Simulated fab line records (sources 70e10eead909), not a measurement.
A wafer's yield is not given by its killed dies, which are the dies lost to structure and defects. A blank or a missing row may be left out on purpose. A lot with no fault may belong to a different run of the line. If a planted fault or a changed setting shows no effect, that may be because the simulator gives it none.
2 desks looking at one fault | flow nand_harc | what lay behind the numbers comes last; until then each desk has only its own

FROM THE METROLOGY DESK
Means of the sampled wafers that have a number, per lot and without regard to the tool the lot ran on: this is what the gauges read. The brackets show how far a lot's mean lies from the usual mean; more than 4 standard deviations puts the lot out of limits, marked OUT.
Columns: A = thk_nm at NHARC_A_ONON_D1_THK_MEAS_30, usual 1001 nm
lot  | first seen here | A
L300 | day 9 03:09     | 997
L299 | day 9 03:10     | 993
L301 | day 9 08:20     | 991
L305 | day 10 10:05    | 984
L308 | day 11 04:32    | 1003
L310 | day 11 19:15    | 1001
L311 | day 11 19:16    | 1001
L312 | day 12 03:54    | 1002
L313 | day 12 11:58    | 994
L316 | day 12 18:41    | 998
L314 | day 13 04:16    | 1005
L318 | day 13 10:37    | 1012
This desk's finding: nothing out of limits on any of the 12 lots.

TOOL OWNER'S DESK, rie_diel-09
The tool's own readings at NHARC_A_CHANNEL_HOLE_D1_ETCH_34 (etches the open film in CF4/CHF3, target depth 154 nm, time 77 s): means of the sampled wafers that have a number, for each lot that ran on this tool. The brackets show how far a lot's mean lies from the usual mean; more than 4 standard deviations puts the lot out of limits, marked OUT.
Columns: A = drypump_motor_current_A at NHARC_A_CHANNEL_HOLE_D1_ETCH_34, usual 5.9 A; B = oes_product_au at NHARC_A_CHANNEL_HOLE_D1_ETCH_34, usual 0.943 a.u.; C = rf_vpp_V at NHARC_A_CHANNEL_HOLE_D1_ETCH_34, usual 371.8 V; D = run_length_s at NHARC_A_CHANNEL_HOLE_D1_ETCH_34, usual 98.3 s; E = showerhead_plenum_p_Torr at NHARC_A_CHANNEL_HOLE_D1_ETCH_34, usual 1.61 Torr; F = throttle_valve_pct at NHARC_A_CHANNEL_HOLE_D1_ETCH_34, usual 16.804 %
lot  | first seen here | A   | B     | C     | D               | E    | F
L300 | day 9 08:20     | 6.2 | 0.909 | 372.2 | 98.1            | 1.63 | 16.806
L305 | day 10 15:37    | 5.9 | 0.918 | 373.2 | 98.1            | 1.65 | 16.807
L310 | day 12 00:35    | 6.2 | 0.972 | 372.6 | 95.6 (-5.4) OUT | 1.64 | 16.798
L311 | day 12 02:14    | 6.1 | 0.960 | 372.4 | 95.9 (-4.9) OUT | 1.63 | 16.800
L313 | day 12 16:48    | 5.7 | 0.948 | 373.0 | 96.1 (-4.5) OUT | 1.65 | 16.801
This desk's finding: out of limits on L310, L311, L313; first on L310, day 12 00:35 (run_length_s at NHARC_A_CHANNEL_HOLE_D1_ETCH_34). L300, L305: within limits.

ALL TOGETHER
On L310, L311, L313, at day 12 00:35, an alarm was possible from the tool owner's desk.
The metrology desk saw nothing out of limits.
The metrology desk holds a record of L310, L311, L313, inside its limits.
On rie_diel-09, each named lot ran NHARC_A_CHANNEL_HOLE_D1_ETCH_34.

WHAT THE SIMULATOR HAD INSERTED
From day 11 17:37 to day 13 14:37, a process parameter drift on rie_diel-09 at NHARC_A_CHANNEL_HOLE_D1_ETCH_34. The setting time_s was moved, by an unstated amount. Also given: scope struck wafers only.
Struck lots among those shown: L310, L311, L313.
Delay in hours, fault start to first out-of-limits reading, by desk: the tool owner's desk at 7.
